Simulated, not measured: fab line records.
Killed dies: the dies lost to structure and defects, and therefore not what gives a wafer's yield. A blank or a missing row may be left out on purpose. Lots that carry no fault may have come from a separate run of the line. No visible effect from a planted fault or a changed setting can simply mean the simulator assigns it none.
Struck lot and sound lot, side by side | flow nandHarc | 44 out of 1159 route steps
Sound: wafers L278.1, L278.4, L278.6. Wafers struck: L287.1, L287.3, L287.6. The cause is named last.
At each step with rows: each side's tool, then ch and its chambers, then its first start. Under that, the readings that differ: sound wafers | struck wafers | difference of the means | sigmas: that difference in standard deviations of wafers without a fault.
alike: readings with means less than 2 such deviations apart, plus words and numbers identical on both sides. not compared: withheld readings, readings lacking a value on some wafer, bounds such as >300 that could conceal the same value, and numbers that have no deviation in the record and whose values overlap.
Wherever a step has rows on one side only, a row that says differs or no value, or a row with sigmas, the two part there. Numbers that have no deviation but don't overlap get no sigmas and don't part them. A reading that every wafer of one side lacks parts them only if that side has two wafers or more.

first, 1 step without rows for these wafers: NHARC_P_GATE_ETCH_114 (etches the open film in CF4/O2, target depth 30 nm, overetch 3 nm, time 16.5 s).
NHARC_P_GATE_ETCH_32: etches the open film in HBr/Cl2, target depth 150 nm, time 100.1 s.
  sound on rieSi-03 ch 0,3, day 6 05:20; struck on rieSi-05 ch 2,3, day 8 10:45
  alike: drypumpMotorCurrentA, oesProductAu, rfFwdPowerW, throttleValvePct
  not compared: rfHoursCounterH
then, 1 step without rows for these wafers: NHARC_P_GATE_STRIP_108 (strips in O2).
NHARC_P_GATE_CD_MEAS_33:
  sound on cdSem-03 at day 6 05:40; struck on cdSem-02 at day 8 11:04
  alike: cdNm
then, 8 steps without rows for these wafers: NHARC_P_GATE_STRIP_35 (strips in SPM, time 600 s); NHARC_P_GATE_PRECLEAN_73 (cleans in SC1); NHARC_P_GATE_SRD_74; NHARC_P_GATE_ALD_36 (deposits SiNx, target thk 20 nm, pulse time 60 s, ald cycles 223); NHARC_P_GATE_ETCHBACK_37 (etches the open film in CHF3/O2, target depth 34.5 nm, time 17.2 s); NHARC_P_GATE_STRIP_101 (strips in O2, time 20 s); NHARC_P_GATE_PRECLEAN_97 (cleans in SPM, time 600 s); NHARC_P_GATE_SRD_98.
NHARC_P_GATE_PRECLEAN_99: cleans in SC1.
  sound on wetBench-02 ch 0,1,6, day 6 15:55; struck on wetBench-04 ch 2,4,5, day 8 21:16
then, 9 steps without rows for these wafers: NHARC_P_GATE_SRD_100; NHARC_P_GATE_DEHYDRATE_38 (time 120 s); NHARC_P_GATE_HMDS_39 (time 30 s); NHARC_P_GATE_COAT_40; NHARC_P_GATE_SOFTBAKE_41 (time 95 s); NHARC_P_GATE_EBR_42; NHARC_P_GATE_EXPOSE_43 (exposes mask P NSD, target cd 720 nm); NHARC_P_GATE_PEB_44 (peb time 85 s); NHARC_P_GATE_DEVELOP_45 (time 70 s).
NHARC_P_GATE_CD_MEAS_46 targets a cd of 720 nm.
  sound on cdSem-02 ch 0, day 6 16:40; struck on cdSem-02 ch 0, day 8 21:54
  alike: cdNm
then, 1 step without rows for these wafers: NHARC_P_GATE_HARDBAKE_47 (time 80 s).
NHARC_P_GATE_DESCUM_48: chemistry O2, time 3 s.
  sound on rieDiel-12 ch 0,1,2, day 6 16:50; struck on rieDiel-01 ch 0,1,2, day 8 22:05
  alike: drypumpMotorCurrentA, oesProductAu, rfVppV, showerheadPlenumPTorr, throttleValvePct
  not compared: rfHoursCounterH
then, 1 step without rows for these wafers: NHARC_P_GATE_IMPLANT_49.
NHARC_P_GATE_STRIP_111: strips in N2/H2, time 250 s.
  sound on plasmaAsher-02 ch 0,1, day 6 17:15; struck on plasmaAsher-01 ch 0,1, day 8 22:29
reading          | sound          | struck         | difference | sigmas
rfReflPowerW (W) | 19.4 21.3 18.6 | 26.8 22.4 26.2 | +5.4       | +2
  alike: drypumpMotorCurrentA, heaterPowerW
  not compared: rfHoursCounterH
then, 10 steps without rows for these wafers: NHARC_P_GATE_STRIP_75 (strips in O2); NHARC_P_GATE_STRIP_50 (strips in SPM, time 900 s); NHARC_P_GATE_DEHYDRATE_51 (time 120 s); NHARC_P_GATE_HMDS_52 (time 30 s); NHARC_P_GATE_COAT_53; NHARC_P_GATE_SOFTBAKE_54 (time 95 s); NHARC_P_GATE_EBR_55; NHARC_P_GATE_EXPOSE_56 (exposes mask P PSD, target cd 720 nm); NHARC_P_GATE_PEB_57 (peb time 85 s); NHARC_P_GATE_DEVELOP_58 (time 70 s).
NHARC_P_GATE_CD_MEAS_59 targets a cd of 720 nm.
  sound on cdSem-03 ch 0, day 6 18:26; struck on cdSem-01 ch 0, day 8 23:40
  alike: cdNm
then, 1 step without rows for these wafers: NHARC_P_GATE_HARDBAKE_60 (time 80 s).
NHARC_P_GATE_DESCUM_61: chemistry O2, time 3 s.
  sound on rieDiel-02 ch 2,3, day 6 18:46; struck on rieDiel-01 ch 0,3, day 8 23:50
  alike: drypumpMotorCurrentA, oesProductAu, rfVppV, showerheadPlenumPTorr, throttleValvePct
  not compared: rfHoursCounterH
then, 1 step without rows for these wafers: NHARC_P_GATE_IMPLANT_62.
NHARC_P_GATE_STRIP_112: strips in N2/H2, time 200 s.
  sound on plasmaAsher-01 ch 0, day 6 19:10; struck on plasmaAsher-01 ch 0,1, day 9 00:11
  alike: drypumpMotorCurrentA, heaterPowerW, rfReflPowerW
  not compared: rfHoursCounterH
NHARC_P_GATE_INSPECT_68:
  sound on defectInspect-02 at day 6 23:27; struck on defectInspect-01 at day 9 04:28
reading        | sound       | struck         | difference | sigmas
rawDefectCount | 104 203 153 | 1315 1343 1363 | +1187      | +17
-- break in the record here, with 14 days between the starts of the struck wafers on either side (left off in module P_GATE, picked up again in module END, where the first step shown is number 1159 on the route) --
NHARC_END_SORT_01:
  sound on prober-01 ch 0, day 21 02:16; struck on prober-02 ch 0, day 22 17:39
reading           | sound    | struck     | difference | sigmas
killedAtPeriphery | 1 3 0    | 64 74 67   | +67        | +32
killedDies        | 22 23 22 | 91 114 100 | +79        | +7
killedShort       | 1 1 3    | 3 9 3      | +3         | +2
  alike: killedAtArray, killedAtOther, killedOpen

## WHERE THEY PART
At NHARC_P_GATE_STRIP_111 first; at NHARC_END_SORT_01 last (within this record only).

WHY: whatever the simulator had introduced
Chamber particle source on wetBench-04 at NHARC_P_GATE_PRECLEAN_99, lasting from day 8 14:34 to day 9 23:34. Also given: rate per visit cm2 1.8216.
